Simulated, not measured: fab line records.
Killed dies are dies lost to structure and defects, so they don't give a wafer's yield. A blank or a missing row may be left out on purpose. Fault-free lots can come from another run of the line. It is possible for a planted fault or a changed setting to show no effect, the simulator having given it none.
fab line records | flow nandHarc
record lots=6 | wafers=18 | lastDay=33
route steps=1302 shown A_CONTACT@1103 A_BLC@1107 END@1302
lots with no fault: from the same line, run without faults
startH: hours from the record's opening day to when the first of the lot's shown wafers began | waitH: hours since the lot's step before | " unchanged from the row above | L1.1+2: a single row standing in for several wafers | - either no value or no given start | * or withheld: withheld | < > ~ a bound
route shown NAME@n: a module of which the file shows steps, and the number in the route of the first | usual: mean/standard deviation of fault-free wafers | same: alike in all rows | chamber/n: place in a boat | sites: the reading at each site | _std_site: their standard deviation | _edge_site: outer sites' mean less inner sites' | radiusMm: how far each site lies from the wafer's centre | mask NAME#n: copy n | behind: the last tool/chamber to shape the wafer | hold: cause of the lot's hold/its duration in hours/its outcome | device: the transistor (n, p or np) that didn't switch | end of line: tests run on the same wafers once the route is complete | for a step that has no rows: nothing shown but its recipe | killed: count of dies lost to structure and defects at first sort (not the wafer's yield) | map: a wafer's dies, x killed, . not, _ none there
set.NAME: the setting as run; set.NAME@STEP: as run at that earlier step | model.NAME: the simulator's own value behind a step, which no gauge read
lots at selected steps of the route; one table per step, one row per wafer
services: when a tool's chamber went out of use (startH, in hours from the record's first day, below 0 if earlier), for how many hours, and the reason
## steps
# step NHARC_A_CONTACT_CMP_20
# recipe tOverpolishS=30 | targetThkNm=300
# usual motorCurrentA=12.4/0.92 | overpolishRunS=30.000/0.0092 | timeToEndpointS=58/4
lot.wafer | tool   | chamber | startH | waitH | motorCurrentA | overpolishRunS | timeToEndpointS
L784.2    | cmp-01 | 0       | 504.87 | 0.8   | 12.9          | 30.004         | 54
L784.1    | "      | 1       | "      | "     | 12.5          | 29.999         | 63
L784.4    | "      | 2       | "      | "     | 14.0          | 30.007         | 54
L788.3    | cmp-02 | 3       | 558.57 | 0.4   | 13.0          | 29.999         | 50
L788.1    | "      | 0       | "      | "     | 12.1          | 29.993         | 56
L788.6    | "      | 2       | "      | "     | 12.3          | 30.004         | 56
L798.3    | cmp-04 | 0       | 644.92 | 0.4   | 11.1          | 30.005         | 57
L798.6    | "      | 0       | "      | "     | 12.0          | 30.003         | 58
L798.5    | "      | 1       | "      | "     | 11.5          | 30.000         | 65
L799.1    | cmp-01 | 0       | 664.36 | 0.8   | 12.3          | 30.013         | 57
L799.4    | "      | 1       | "      | "     | 12.3          | 29.999         | 66
L799.5    | "      | 3       | "      | "     | 11.9          | 29.995         | 60
L803.2    | cmp-02 | 3       | 694.64 | 0.6   | 13.2          | 30.004         | 50
L803.3    | "      | 0       | "      | "     | 11.8          | 30.002         | 57
L803.6    | "      | 3       | "      | "     | 12.2          | 29.997         | 56
L807.4    | cmp-04 | 1       | 738.54 | 0.5   | 11.3          | 29.987         | 62
L807.1    | "      | 2       | "      | "     | 10.9          | 29.998         | 59
L807.5    | "      | 0       | "      | "     | 11.3          | 30.003         | 55
# step NHARC_A_CONTACT_SRD_22
# step NHARC_A_CONTACT_INSPECT_23
# usual rawDefectCount=508/130
lot.wafer | tool             | chamber | startH | waitH | rawDefectCount
L784.1    | defectInspect-01 | -       | 505.24 | 0.1   | 548
L784.2    | "                | -       | "      | "     | 456
L784.4    | "                | -       | "      | "     | 557
L788.1    | defectInspect-02 | -       | 558.92 | 0.1   | 726
L788.3    | "                | -       | "      | "     | 966
L788.6    | "                | -       | "      | "     | 783
L798.3    | defectInspect-01 | -       | 645.33 | 0.1   | 362
L798.5    | "                | -       | "      | "     | 334
L798.6    | "                | -       | "      | "     | 408
L799.1    | defectInspect-01 | -       | 664.71 | 0.1   | 529
L799.4    | "                | -       | "      | "     | 619
L799.5    | "                | -       | "      | "     | 473
L803.2    | defectInspect-01 | -       | 695.04 | 0.1   | 445
L803.3    | "                | -       | "      | "     | 349
L803.6    | "                | -       | "      | "     | 311
L807.1    | defectInspect-01 | -       | 738.92 | 0.1   | 424
L807.4    | "                | -       | "      | "     | 408
L807.5    | "                | -       | "      | "     | 549
# step NHARC_A_BLC_DEHYDRATE_00
# recipe tempC=150 | timeS=120
# step NHARC_A_BLC_HMDS_01
# recipe timeS=30
# step NHARC_A_BLC_COAT_02
# recipe tempC=260 | timeS=75
# step NHARC_A_BLC_COAT_03
# recipe tempC=225 | timeS=65
# step NHARC_A_BLC_COAT_04
# recipe spinRpm=1500 | resistThkNm=90
# step NHARC_A_BLC_SOFTBAKE_05
# recipe tempC=105 | timeS=55
# step NHARC_A_BLC_EBR_06
# step NHARC_A_BLC_EXPOSE_07
# recipe na=1.35 | targetCdNm=100 | doseMj=67.97 | maskId=A_BLC
# step NHARC_A_BLC_PEB_08
# recipe pebTempC=100 | pebTimeS=65
# usual heaterPowerTotalW=156.7/0.39 | plateTempC=100.01/0.15
lot.wafer | tool          | chamber | startH | waitH | heaterPowerTotalW | plateTempC
L784.1    | lithoTrack-06 | 0       | 505.55 | 0.1   | 157.0             | 99.99
L784.2    | "             | 0       | "      | "     | 155.9             | 100.08
L784.4    | "             | 0       | "      | "     | 156.9             | 99.80
L788.1    | lithoTrack-01 | 0       | 559.35 | 0.1   | 156.7             | 99.97
L788.3    | "             | 0       | "      | "     | 156.8             | 99.90
L788.6    | "             | 0       | "      | "     | 156.1             | 99.91
L798.3    | lithoTrack-06 | 0       | 645.63 | 0.0   | 152.2             | 98.02
L798.5    | "             | 0       | "      | "     | 152.1             | 97.96
L798.6    | "             | 0       | "      | "     | 152.2             | 97.96
L799.1    | lithoTrack-06 | 0       | 665.14 | 0.1   | 151.9             | 98.08
L799.4    | "             | 0       | "      | "     | 152.8             | 97.78
L799.5    | "             | 0       | "      | "     | 152.8             | 97.97
L803.2    | lithoTrack-01 | 0       | 695.35 | 0.1   | 156.9             | 99.85
L803.3    | "             | 0       | "      | "     | 156.6             | 99.85
L803.6    | "             | 0       | "      | "     | 157.0             | 99.83
L807.1    | lithoTrack-06 | 0       | 739.22 | 0.1   | 156.6             | 99.86
L807.4    | "             | 0       | "      | "     | 157.1             | 100.09
L807.5    | "             | 0       | "      | "     | 157.0             | 100.16
# step NHARC_A_BLC_DEVELOP_09
# recipe developTimeS=35 | devTempC=23
# step NHARC_A_BLC_CD_MEAS_10
# recipe targetCdNm=100 | landingEnergyEv=500
# usual cdNm=100.7/0.95
lot.wafer | tool     | chamber | startH | waitH | cdNm
L784.1    | cdSem-01 | 0       | 505.63 | -     | 100.2
L784.2    | "        | 0       | "      | "     | 101.4
L784.4    | "        | 0       | "      | "     | 100.6
L788.1    | cdSem-01 | 0       | 559.43 | -     | 100.8
L788.3    | "        | 0       | "      | "     | 102.4
L788.6    | "        | 0       | "      | "     | 101.0
L798.3    | cdSem-03 | 0       | 645.71 | -     | 93.7
L798.5    | "        | 0       | "      | "     | 94.2
L798.6    | "        | 0       | "      | "     | 93.4
L799.1    | cdSem-02 | 0       | 665.22 | -     | 94.0
L799.4    | "        | 0       | "      | "     | 92.1
L799.5    | "        | 0       | "      | "     | 93.1
L803.2    | cdSem-02 | 0       | 695.43 | -     | 100.5
L803.3    | "        | 0       | "      | "     | 99.9
L803.6    | "        | 0       | "      | "     | 100.0
L807.1    | cdSem-01 | 0       | 739.30 | -     | 103.0
L807.4    | "        | 0       | "      | "     | 101.3
L807.5    | "        | 0       | "      | "     | 101.6
# step NHARC_A_BLC_OVL_MEAS_11
# usual overlayXNm=0.0/1 | overlayYNm=0.0/0.66
lot.wafer | tool       | chamber | startH | waitH | overlayXNm | overlayYNm
L784.1    | overlay-01 | -       | 505.71 | -     | -0.3       | -0.2
L784.2    | "          | -       | "      | "     | -0.5       | 0.2
L784.4    | "          | -       | "      | "     | -0.7       | -0.3
L788.1    | overlay-01 | -       | 559.52 | -     | 0.0        | -0.9
L788.3    | "          | -       | "      | "     | 0.1        | -1.2
L788.6    | "          | -       | "      | "     | -0.1       | -1.1
L798.3    | overlay-01 | -       | 645.80 | -     | 0.5        | -0.2
L798.5    | "          | -       | "      | "     | 0.1        | -0.1
L798.6    | "          | -       | "      | "     | -0.1       | -0.2
L799.1    | overlay-02 | -       | 665.31 | -     | -0.1       | 0.0
L799.4    | "          | -       | "      | "     | -0.1       | 0.1
L799.5    | "          | -       | "      | "     | -0.3       | 0.5
L803.2    | overlay-01 | -       | 695.51 | -     | 0.9        | 0.0
L803.3    | "          | -       | "      | "     | 0.7        | -0.4
L803.6    | "          | -       | "      | "     | 1.1        | 0.2
L807.1    | overlay-01 | -       | 739.39 | -     | -1.0       | 1.0
L807.4    | "          | -       | "      | "     | -0.7       | 1.0
L807.5    | "          | -       | "      | "     | -0.9       | 1.4
# step NHARC_A_BLC_INSPECT_12
# usual rawDefectCount=83/39
lot.wafer | tool             | chamber | startH | waitH | rawDefectCount
L784.1    | defectInspect-01 | -       | 505.75 | 0.0   | 69
L784.2    | "                | -       | "      | "     | 69
L784.4    | "                | -       | "      | "     | 72
L788.1    | defectInspect-02 | -       | 559.55 | 0.0   | 160
L788.3    | "                | -       | "      | "     | 167
L788.6    | "                | -       | "      | "     | 161
L798.3    | defectInspect-01 | -       | 645.83 | 0.0   | 83
L798.5    | "                | -       | "      | "     | 100
L798.6    | "                | -       | "      | "     | 104
L799.1    | defectInspect-01 | -       | 665.34 | 0.0   | 131
L799.4    | "                | -       | "      | "     | 132
L799.5    | "                | -       | "      | "     | 134
L803.2    | defectInspect-02 | -       | 695.55 | 0.0   | 81
L803.3    | "                | -       | "      | "     | 86
L803.6    | "                | -       | "      | "     | 69
L807.1    | defectInspect-02 | -       | 739.42 | 0.0   | 120
L807.4    | "                | -       | "      | "     | 107
L807.5    | "                | -       | "      | "     | 123
# step NHARC_A_BLC_DESCUM_15
# recipe timeS=3 | o2FlowSccm=200 | arFlowSccm=0 | biasPowerW=0 | chemistry=O2
# usual drypumpMotorCurrentA=5.8/0.47 | oesProductAu=0.998/0.012 | rfVppV=57.8/0.81 | showerheadPlenumPTorr=1.89/0.063 | throttleValvePct=11.312/0.0089
lot.wafer | tool       | chamber | startH | waitH | drypumpMotorCurrentA | oesProductAu | rfHoursCounterH | rfVppV | showerheadPlenumPTorr | throttleValvePct | model.A_BLC.cdNm
L784.2    | rieDiel-07 | 3       | 505.81 | 0.1   | 5.4                  | 0.989        | 2               | 58.2   | 1.92                  | 11.304           | 102.1
L784.1    | "          | 0       | "      | "     | 5.9                  | 0.971        | 1               | 58.1   | 1.91                  | 11.312           | 99.53
L784.4    | "          | 1       | "      | "     | 6.2                  | 0.991        | 1               | 59.4   | 1.81                  | 11.295           | 99.92
L788.3    | rieDiel-10 | 3       | 559.62 | 0.1   | 6.3                  | 1.011        | 13              | 57.9   | 1.85                  | 11.314           | 101.6
L788.1    | "          | 0       | "      | "     | 6.1                  | 0.988        | 13              | 58.2   | 1.93                  | 11.317           | 101.3
L788.6    | "          | 2       | "      | "     | 5.0                  | 1.009        | -               | 56.7   | 1.82                  | 11.308           | 101.2
L798.3    | rieDiel-10 | 2       | 645.91 | 0.1   | 5.0                  | 0.980        | 4               | 58.3   | 1.82                  | 11.323           | 94.91
L798.5    | "          | 2       | "      | "     | 4.9                  | 0.994        | -               | 57.1   | 1.82                  | 11.286           | 95.89
L798.6    | "          | 3       | "      | "     | 6.3                  | 1.006        | -               | 57.7   | 1.84                  | 11.303           | 93.29
L799.4    | rieDiel-09 | 2       | 665.41 | 0.1   | 5.7                  | 0.999        | 42              | 57.5   | 1.97                  | 11.305           | 91.85
L799.1    | "          | 3       | "      | "     | 5.9                  | 1.009        | 43              | 58.0   | 1.79                  | 11.304           | 94.35
L799.5    | "          | 2       | "      | "     | 5.7                  | 1.002        | -               | 58.9   | 1.96                  | 11.310           | 92.39
L803.2    | rieDiel-09 | 2       | 695.63 | 0.1   | 5.7                  | 1.013        | 4               | 58.8   | 1.96                  | 11.303           | 100.4
L803.3    | "          | 3       | "      | "     | 5.8                  | 0.981        | 6               | 57.0   | 1.79                  | 11.315           | 100.8
L803.6    | "          | 0       | "      | "     | 5.2                  | 0.988        | -               | 59.3   | 1.87                  | 11.299           | 100.3
L807.1    | rieDiel-07 | 1       | 739.49 | 0.1   | 6.2                  | 1.008        | 6               | 57.0   | 1.81                  | 11.317           | 102.4
L807.4    | "          | 3       | "      | "     | 5.4                  | 1.007        | 5               | 58.9   | 1.92                  | 11.307           | 101
L807.5    | "          | 0       | "      | "     | 5.9                  | 1.005        | -               | 57.9   | 1.91                  | 11.310           | 101.8
# step NHARC_A_BLC_ETCH_16
# recipe targetDepthA=390 | overEtchFrac=0.3 | timeS=65 | ionEnergyEv=80 | cf4FlowSccm=150 | arFlowSccm=0 | rfW=300 | biasW=100 | chemistry=CF4
# usual drypumpMotorCurrentA=5.8/0.48 | oesProductAu=0.998/0.011 | rfVppV=150.8/1.1 | showerheadPlenumPTorr=1.74/0.055 | throttleValvePct=13.284/0.0097
lot.wafer | tool       | chamber | startH | waitH | drypumpMotorCurrentA | oesProductAu | rfHoursCounterH | rfVppV | showerheadPlenumPTorr | throttleValvePct
L784.4    | rieDiel-07 | 1       | 505.90 | 0.1   | 6.2                  | 1.009        | 1               | 150.3  | 1.68                  | 13.289
L784.1    | "          | 3       | "      | "     | 5.4                  | 0.989        | 2               | 150.9  | 1.78                  | 13.295
L784.2    | "          | 0       | "      | "     | 5.9                  | 0.984        | 1               | 151.7  | 1.77                  | 13.284
L788.1    | rieDiel-10 | 1       | 559.71 | 0.1   | 5.6                  | 1.007        | 13              | 150.3  | 1.71                  | 13.276
L788.3    | "          | 3       | "      | "     | 6.3                  | 1.011        | 13              | 149.7  | 1.71                  | 13.271
L788.6    | "          | 0       | "      | "     | 6.0                  | 0.988        | -               | 152.6  | 1.78                  | 13.288
L798.3    | rieDiel-10 | 1       | 646.00 | 0.1   | 5.6                  | 0.986        | 4               | 151.0  | 1.71                  | 13.279
L798.5    | "          | 2       | "      | "     | 4.9                  | 0.985        | -               | 150.7  | 1.69                  | 13.275
L798.6    | "          | 3       | "      | "     | 6.3                  | 1.008        | -               | 150.6  | 1.71                  | 13.280
L799.4    | rieDiel-09 | 3       | 665.49 | 0.1   | 5.9                  | 1.001        | 43              | 149.7  | 1.66                  | 13.297
L799.1    | "          | 0       | "      | "     | 5.3                  | 0.994        | 46              | 151.4  | 1.73                  | 13.294
L799.5    | "          | 0       | "      | "     | 5.2                  | 1.000        | -               | 150.0  | 1.73                  | 13.291
L803.2    | rieDiel-09 | 3       | 695.69 | 0.1   | 5.8                  | 1.004        | 6               | 149.0  | 1.66                  | 13.288
L803.3    | "          | 2       | "      | "     | 5.7                  | 1.022        | 4               | 152.4  | 1.81                  | 13.281
L803.6    | "          | 3       | "      | "     | 5.9                  | 0.990        | -               | 150.2  | 1.66                  | 13.285
L807.1    | rieDiel-07 | 1       | 739.57 | 0.1   | 6.2                  | 0.994        | 6               | 150.7  | 1.68                  | 13.290
L807.4    | "          | 0       | "      | "     | 5.9                  | 1.010        | 5               | 150.2  | 1.77                  | 13.279
L807.5    | "          | 2       | "      | "     | 6.5                  | 1.025        | -               | 151.7  | 1.85                  | 13.273
# step NHARC_A_BLC_ETCH_17
# recipe targetDepthA=3900 | overEtchFrac=0.25 | timeS=609.38 | ionEnergyEv=200 | n2FlowSccm=150 | h2FlowSccm=150 | arFlowSccm=0 | rfW=400 | biasW=150 | chemistry=N2/H2
# usual drypumpMotorCurrentA=5.8/0.48 | oesProductAu=0.998/0.011 | rfVppV=429.6/2 | showerheadPlenumPTorr=2.01/0.069 | throttleValvePct=14.170/0.01
lot.wafer | tool       | chamber | startH | waitH | drypumpMotorCurrentA | oesProductAu | rfHoursCounterH | rfVppV | showerheadPlenumPTorr | throttleValvePct
L784.4    | rieDiel-07 | 1       | -      | -     | 6.2                  | 1.003        | 1               | 428.3  | 1.93                  | 14.171
L784.1    | "          | 2       | "      | "     | 6.5                  | 1.005        | 2               | 434.4  | 2.15                  | 14.165
L784.2    | "          | 0       | "      | "     | 5.9                  | 0.981        | 1               | 429.8  | 2.04                  | 14.170
L788.3    | rieDiel-10 | 2       | -      | -     | 5.0                  | 1.008        | 13              | 427.9  | 1.94                  | 14.171
L788.1    | "          | 1       | "      | "     | 5.7                  | 1.001        | 13              | 427.7  | 1.97                  | 14.178
L788.6    | "          | 2       | "      | "     | 4.9                  | 1.008        | -               | 427.1  | 1.94                  | 14.175
L798.3    | rieDiel-10 | 3       | -      | -     | 6.3                  | 1.015        | 5               | 427.5  | 1.96                  | 14.181
L798.5    | "          | 3       | "      | "     | 6.3                  | 1.020        | -               | 426.3  | 1.96                  | 14.175
L798.6    | "          | 1       | "      | "     | 5.7                  | 1.003        | -               | 428.4  | 1.96                  | 14.150
L799.1    | rieDiel-09 | 0       | -      | -     | 5.2                  | 0.996        | 47              | 427.9  | 1.99                  | 14.175
L799.4    | "          | 3       | "      | "     | 5.9                  | 1.007        | 43              | 427.9  | 1.91                  | 14.188
L799.5    | "          | 1       | "      | "     | 6.2                  | 1.010        | -               | 432.9  | 2.08                  | 14.172
L803.2    | rieDiel-09 | 1       | -      | -     | 6.2                  | 0.992        | 4               | 432.2  | 2.08                  | 14.172
L803.3    | "          | 2       | "      | "     | 5.7                  | 1.011        | 4               | 433.6  | 2.09                  | 14.166
L803.6    | "          | 1       | "      | "     | 6.2                  | 0.984        | -               | 430.5  | 2.08                  | 14.191
L807.1    | rieDiel-07 | 1       | -      | -     | 6.2                  | 0.984        | 6               | 426.7  | 1.92                  | 14.157
L807.4    | "          | 0       | "      | "     | 5.9                  | 0.997        | 5               | 429.7  | 2.04                  | 14.170
L807.5    | "          | 1       | "      | "     | 6.2                  | 0.998        | -               | 426.7  | 1.92                  | 14.168
# step NHARC_A_BLC_ETCH_18
# recipe targetDepthA=9100 | c4f8FlowSccm=20 | o2FlowSccm=10 | arFlowSccm=withheld | rfW=600 | biasW=1500 | chemistry=C4F8/O2/Ar
# usual oesProductAu=0.942/0.022 | rfVppV=976/4.5
lot.wafer | tool       | chamber | startH | waitH | oesProductAu | rfHoursCounterH | rfVppV | model.A_BLC.cdNm
L784.2    | rieDiel-07 | 0       | -      | -     | 0.938        | 1               | 978    | 97.12
L784.1    | "          | 1       | "      | "     | 0.961        | 2               | 971    | 101.4
L784.4    | "          | 2       | "      | "     | 0.971        | 2               | 986    | 103
L788.1    | rieDiel-10 | 1       | -      | -     | 0.925        | 13              | 974    | 103.3
L788.3    | "          | 2       | "      | "     | 0.922        | 13              | 971    | 101.3
L788.6    | "          | 0       | "      | "     | 0.914        | -               | 979    | 98.2
L798.3    | rieDiel-07 | 2       | 646.71 | -     | 0.910        | 11              | 985    | 93.99
L798.6    | "          | 3       | "      | "     | 0.916        | -               | 981    | 93.56
L798.5    | "          | 0       | "      | "     | 0.906        | -               | 978    | 91.53
L799.1    | rieDiel-09 | 3       | -      | -     | 0.933        | 43              | 971    | 94.16
L799.4    | "          | 1       | "      | "     | 0.936        | 42              | 982    | 97.73
L799.5    | "          | 3       | "      | "     | 0.928        | -               | 970    | 89.37
L803.2    | rieDiel-09 | 2       | -      | -     | 0.990        | 4               | 983    | 99.25
L803.3    | "          | 1       | "      | "     | 0.948        | 4               | 979    | 104.8
L803.6    | "          | 3       | "      | "     | 0.963        | -               | 969    | 99.06
L807.4    | rieDiel-07 | 3       | -      | -     | 0.930        | 5               | 978    | 100.9
L807.1    | "          | 0       | "      | "     | 0.922        | 5               | 976    | 100.5
L807.5    | "          | 1       | "      | "     | 0.918        | -               | 970    | 99.97
# step NHARC_A_BLC_CD_MEAS_19
# usual cdNm=100.6/2.6
lot.wafer | tool     | chamber | startH | waitH | cdNm
L784.1    | cdSem-01 | -       | 506.78 | -     | 101.2
L784.2    | "        | -       | "      | "     | 97.2
L784.4    | "        | -       | "      | "     | 103.1
L788.1    | cdSem-01 | -       | 560.58 | -     | 103.3
L788.3    | "        | -       | "      | "     | 101.1
L788.6    | "        | -       | "      | "     | 98.3
L798.3    | cdSem-01 | -       | 646.98 | -     | 93.9
L798.5    | "        | -       | "      | "     | 91.6
L798.6    | "        | -       | "      | "     | 93.6
L799.1    | cdSem-02 | -       | 666.37 | -     | 94.3
L799.4    | "        | -       | "      | "     | 97.9
L799.5    | "        | -       | "      | "     | 89.3
L803.2    | cdSem-03 | -       | 696.58 | -     | 99.2
L803.3    | "        | -       | "      | "     | 104.9
L803.6    | "        | -       | "      | "     | 98.7
L807.1    | cdSem-03 | -       | 740.44 | -     | 100.5
L807.4    | "        | -       | "      | "     | 101.0
L807.5    | "        | -       | "      | "     | 100.0
# step NHARC_END_SORT_01
# recipe tempC=25
# usual killedAtArray=52/18 | killedAtOther=1.0/1.4 | killedAtPeriphery=3.1/2.3 | killedDies=56/17 | killedOpen=3.0/1.7 | killedShort=2.5/1.7
# same grossDies=677
lot.wafer | tool      | chamber | startH | waitH | killedAtArray | killedAtOther | killedAtPeriphery | killedDies | killedOpen | killedShort
L798.3    | prober-01 | 0       | 685.19 | 3.1   | 53            | 0             | 3                 | 56         | 1          | 0
L798.6    | prober-01 | 0       | 687.59 | 4.0   | 61            | 4             | 3                 | 68         | 2          | 3
L799.4    | prober-02 | 0       | 712.23 | 3.4   | 66            | 1             | 1                 | 68         | 5          | 0
L799.5    | prober-02 | 0       | 713.03 | 3.7   | 73            | 0             | 1                 | 74         | 1          | 1
# killed by level:class
L798.3 A_CHANNEL_HOLE_D1:chamberFilmFlake=19 A_CHANNEL_HOLE_D2:chamberFilmFlake=17 A_CONTACT:chamberFilmFlake=7 A_STAIRCASE:chamberFilmFlake=4 P_M0:geometricParticle:open=1 P_GATE:chamberFilmFlake=1 P_M2:chamberFilmFlake=1 A_ZERO_WELL:chamberFilmFlake=1
L798.6 A_CHANNEL_HOLE_D1:chamberFilmFlake=25 A_CHANNEL_HOLE_D2:chamberFilmFlake=15 A_STAIRCASE:chamberFilmFlake=6 THIN_TSV:chamberFilmFlake=4 A_SLIT:chamberFilmFlake=3 A_CONTACT:chamberFilmFlake=3 A_WL_FILL:geometricParticle:short=2 A_ZERO_WELL:chamberFilmFlake=2
L799.4 A_CHANNEL_HOLE_D1:chamberFilmFlake=24 A_SLIT:chamberFilmFlake=22 A_CHANNEL_HOLE_D2:chamberFilmFlake=11 A_WL_FILL:chamberFilmFlake=4 P_M1:geometricParticle:open=1 A_DECK1_JOINT:geometricParticle:open=1 A_WL_FILL:geometricParticle:open=1 A_BLC:geometricParticle:open=1
L799.5 A_SLIT:chamberFilmFlake=33 A_CHANNEL_HOLE_D1:chamberFilmFlake=20 A_CHANNEL_HOLE_D2:chamberFilmFlake=13 A_ZERO_WELL:chamberFilmFlake=2 A_SOURCE_PLATE:geometricParticle:short=1 A_CONTACT:geometricParticle:open=1 P_ZERO_WELL:chamberFilmFlake=1 A_WL_FILL:chamberFilmFlake=1
## services
tool          | chamber | startH | hours | kind
rieDiel-09    | -       | 492.81 | 0.4   | repair
cmp-01        | -       | 494.99 | 1.6   | repair
rieDiel-09    | -       | 499.27 | 9.0   | pm
cmp-04        | -       | 503.00 | 4.0   | pm
lithoTrack-01 | -       | 505.00 | 7.0   | pm
rieDiel-09    | 3       | 516.98 | 9.6   | repair
cmp-01        | -       | 528.41 | 0.5   | repair
lithoTrack-06 | -       | 529.00 | 7.0   | pm
cmp-02        | -       | 533.00 | 4.0   | pm
cmp-01        | -       | 533.24 | 1.0   | repair
rieDiel-09    | -       | 569.71 | 7.4   | repair
cmp-01        | -       | 577.59 | 4.0   | pm
rieDiel-10    | 1       | 595.82 | 2.9   | repair
rieDiel-10    | -       | 596.50 | 9.0   | pm
rieDiel-07    | 3       | 600.17 | 7.3   | repair
cmp-04        | -       | 601.00 | 4.0   | pm
cmp-02        | -       | 628.01 | 0.8   | repair
cmp-02        | -       | 631.00 | 4.0   | pm
rieDiel-10    | 0       | 642.56 | 6.1   | repair
rieDiel-10    | -       | 646.58 | 1.6   | repair
rieDiel-07    | -       | 648.27 | 9.0   | pm
rieDiel-09    | -       | 676.27 | 9.0   | pm
lithoTrack-06 | -       | 704.00 | 7.0   | pm
rieDiel-10    | 1       | 735.78 | 11.8  | repair
## key
firstSign step=NHARC_A_BLC_PEB_08 | reading=plateTempC | direction=down | sigmas=14 | usual=* | struck=*
effect step=NHARC_A_BLC_PEB_08 | reading=heaterPowerTotalW | direction=down | sigmas=11 | usual=* | struck=*
effect step=NHARC_A_BLC_CD_MEAS_10 | reading=cdNm | direction=down | sigmas=7.6 | usual=100.7 | struck=93.4
effect step=NHARC_A_BLC_CD_MEAS_19 | reading=cdNm | direction=down | sigmas=2.7 | usual=100.6 | struck=93.4
modelEffect step=NHARC_A_BLC_DESCUM_15 | value=A_BLC.cdNm | without=101.3 | struck=93.78
modelEffect step=NHARC_A_BLC_ETCH_18 | value=A_BLC.cdNm | without=100.9 | struck=93.39
metAt NHARC_A_BLC_PEB_08
struckWafers L798.3,L798.5,L798.6,L799.1,L799.4,L799.5
testerLeftOut L798,L799
onsetBetween 505.55 645.63
fault kind=processParameterDrift | tool=lithoTrack-06 | chamber=- | onsetH=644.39 | steps=NHARC_A_BLC_PEB_08 | channel=pebTempC | offset=* | shape=step | endH=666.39 | actsIn=* | stated=*
# testerLeftOut: of these lots the tester's yield and bins aren't shown, on N5 and GAA mostly nor the transistor test; their killed dies are dies lost to structure and defects alone, not to doping, threshold or leakage, so they don't give the yield
